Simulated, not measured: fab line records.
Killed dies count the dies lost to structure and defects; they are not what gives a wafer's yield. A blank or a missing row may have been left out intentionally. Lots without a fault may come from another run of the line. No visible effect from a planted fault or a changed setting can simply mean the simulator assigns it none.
Lot-split experiment	flow n5Finfet	route with 1938 steps; 7 lots, 21 wafers read

SPLIT DETAILS
At N5_BEOL_M12_EXPOSE_07 (exposes mask V11), the setting doseMj was moved away from the recipe's 32.5 on 9 of the 21 wafers read, by -6.5% to +6.0%. This setting was run at the recipe's value on the other wafers.

FROM THE SPLIT TO THE READING: what the file shows between them, 11 steps
- N5_BEOL_M12_PEB_08: peb time 90 s
- N5_BEOL_M12_DEVELOP_09: develop time 45 s
- N5_BEOL_M12_HARDBAKE_14: time 120 s
- N5_BEOL_M12_CD_MEAS_10: target cd 140 nm
- N5_BEOL_M12_DESCUM_15: chemistry O2, time 7.9 s
- N5_BEOL_M12_ETCH_59: etches BARC in N2/H2, target depth 89 nm, overetch 26.7 nm, time 67.9 s
- N5_BEOL_M12_VIA_ETCH_16: etches SiOC in C4F8/O2/Ar, target depth 724.8 nm
- N5_BEOL_M12_STRIP_63: strips in N2/H2
- N5_BEOL_M12_STRIP_64: strips in N2/H2
- N5_BEOL_M12_STRIP_71: strips in post etch residue remover, time 60 s
- N5_BEOL_M12_SRD_72: time 30 s, dry time 30 s

THE READING
cdNm at N5_BEOL_M12_CD_MEAS_17, given in nm (cd target 140 nm). Fault-free wafers of this fab line usually give 139.7 nm, standard deviation 1.6 nm.

wafer	tool, chamber at the split	doseMj as run	against the recipe	cdNm, nm	against lot-mates on the recipe
L075.1	krfScanner-01, 0	32.5	recipe	140.4	-
L075.2	krfScanner-01, 0	34.44	+6.0%	147.1	+6.7
L075.6	krfScanner-01, 0	34.44	+6.0%	147.0	+6.6
L076.2	krfScanner-01, 0	32.5	recipe	138.4	-
L076.4	krfScanner-01, 0	30.39	-6.5%	130.3	-8.1
L076.5	krfScanner-01, 0	30.39	-6.5%	129.2	-9.2
L079.1	krfScanner-02, 0	32.5	recipe	140.5	-
L079.3	krfScanner-02, 0	32.5	recipe	138.3	-
L079.6	krfScanner-02, 0	32.5	recipe	137.3	-
L081.2	krfScanner-02, 0	32.5	recipe	141.0	-
L081.3	krfScanner-02, 0	32.5	recipe	139.5	-
L081.5	krfScanner-02, 0	32.5	recipe	137.9	-
L089.1	krfScanner-01, 0	31.68	-2.5%	137.2	no lot-mate on the recipe
L089.4	krfScanner-01, 0	31.68	-2.5%	137.6	no lot-mate on the recipe
L089.6	krfScanner-01, 0	31.68	-2.5%	137.0	no lot-mate on the recipe
L093.1	krfScanner-01, 0	32.5	recipe	139.5	-
L093.3	krfScanner-01, 0	32.5	recipe	138.7	-
L093.4	krfScanner-01, 0	32.5	recipe	139.4	-
L088.3	krfScanner-01, 0	30.47	-6.2%	133.1	-6.4
L088.5	krfScanner-01, 0	30.47	-6.2%	133.1	-6.4
L088.6	krfScanner-01, 0	32.5	recipe	139.5	-

THE FIT
A straight line over all 21 wafers: cdNm changes by +1.24 nm for each +1% of doseMj; r = +0.96; the points scatter about the line by 1.2 nm.
The same after taking each lot's own level away (the mean of its wafers on the recipe; 18 wafers): +1.16 nm for each +1%; r = +0.98; scatter 0.97 nm.
Per that fit: largest doseMj move, reading shift of 7.5 nm.
Across the lots, their own levels run from 138.40 to 140.40 nm, a range of 1.2 times the standard deviation given above.
The two slopes agree, so the slope changes little with the lot-to-lot level.
Check: for one of the wafers moved furthest among these (-6.5%), held out of the fit, the line's prediction against its lot-mates is -7.46 nm. It came out at -8.1 nm against them.

THE OTHER SPLITS THESE WAFERS WENT THROUGH
Before the reading, these wafers also passed through other splits. Each is held against what the fit with the lots' levels taken away leaves over:
other split on the same wafers	wafers away from the commonest value	r with cdNm (lot level and that fit taken away)
N5_BEOL_M11_ILD_DEP_00 timeS	8	-0.06
N5_BEOL_M11_PECVD_70 tempC	6	+0.26
N5_BEOL_M12_ILD_DEP_00 timeS	6	+0.09

THE WHOLE CHAIN: every reading that the file lists as answering this split, in the file's order
step	what it does	reading	change (the file's fit)	r (the file's)
N5_BEOL_M12_CD_MEAS_10	target cd 140 nm	cdNm	+1.09 nm for each +1% of the setting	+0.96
N5_BEOL_M12_CD_MEAS_17	target cd 140 nm	cdNm	+1.16 nm for each +1% of the setting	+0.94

THE FILE'S OWN FIT
cdNm changes by +1.16 nm for each +1% of doseMj, r = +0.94.
